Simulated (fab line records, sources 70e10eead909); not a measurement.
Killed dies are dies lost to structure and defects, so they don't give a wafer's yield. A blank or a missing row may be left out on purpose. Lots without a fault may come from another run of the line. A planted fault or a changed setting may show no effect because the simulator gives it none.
Problem report in the 8D (eight disciplines) form, filled by code | flow nand_harc | the parts of the form that need people (team, actions taken, sign-off) are left out

1. THE PROBLEM
raw_defect_count at NHARC_A_CHANNEL_HOLE_D1_INSPECT_12 reads a mean of 1054 on 6 wafers of 2 lots; wafers without a fault read 6 with a standard deviation of 3. That is +99 or more standard deviations from the usual mean.
First seen on wafer L432.2, day 14 12:11, on defect_inspect-02. The record holds 42 wafers of 14 lots with a number at this step. Rule for "out", or "out of limits": more than 4 standard deviations from the usual mean. The other wafers with a number count as sound.

2. WHAT IT IS AND WHAT IT IS NOT
question                    | is                                   | is not
which readings at this step | raw_defect_count                     | -
which lots                  | L432, L434                           | L420, L422, L423, L424, L426, L427, L428, L429, L430, L431, L433, L435
which wafers of those lots  | all that have a number               | -
read on which gauges        | defect_inspect-01, defect_inspect-02 | -
when                        | from day 14 12:11                    | up to then (30 sound wafers); but 6 sound wafers of L433, L435 came after

3. SUSPECTS, AND WHAT RULES EACH OUT
Counting: a tool at a process step up to the reading stays a suspect if it ran every lot that is out and no sound lot after the first of them.
- the gauge at NHARC_A_CHANNEL_HOLE_D1_INSPECT_12: ruled out. The wafers that are out were read on 2 gauges (defect_inspect-01, defect_inspect-02).
- acl_dep-02 at NHARC_A_CHANNEL_HOLE_D1_DEP_00 (deposits aC, target thk 3100 nm): kept. It ran every lot that is out, first L432 (day 14 09:51), and no sound lot after that; its last sound lot up to then is L431 (day 13 14:14).
Left after counting: acl_dep-02 at NHARC_A_CHANNEL_HOLE_D1_DEP_00.

4. THE CAUSE (what the simulator had put in)
Chamber particle source: acl_dep-02, from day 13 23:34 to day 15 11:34, at NHARC_A_CHANNEL_HOLE_D1_DEP_00. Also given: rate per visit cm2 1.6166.
Counting left only this tool.

5. THE CHAIN OF EFFECTS, in route order
Each row: a reading whose mean over the struck wafers that have a number lies more than 3 standard deviations from the usual. Only readings for which the record gives a usual standard deviation are gone through. hours: the time from each lot's start at the first step in this table that gives one to its start at this step, as a median over the lots. sigmas: the change in usual standard deviations.
hours | step                               | reading          | usual | on struck wafers | change | sigmas
0     | NHARC_A_CHANNEL_HOLE_D1_INSPECT_12 | raw_defect_count | 6     | 1054             | +1048  | +99 or more
Later measuring or inspecting steps at which every struck wafer that the step has a row for has a number for every such reading, and none has moved that far: NHARC_END_SORT_01.

6. WHAT WOULD HAVE CAUGHT IT SOONER
In this record the first reading out of limits at a measuring or inspecting step was taken at day 14 12:11, 13 hours after the fault began at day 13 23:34.
Of the tool readings at NHARC_A_CHANNEL_HOLE_D1_DEP_00 for which the record gives a usual standard deviation, none was out on any struck wafer, so an alarm limit of 4 standard deviations on them would not have fired.
Of the lots that are out (2), L434 began NHARC_A_CHANNEL_HOLE_D1_DEP_00 on acl_dep-02 after day 14 12:11. A hold on the tool at that time would have spared it.
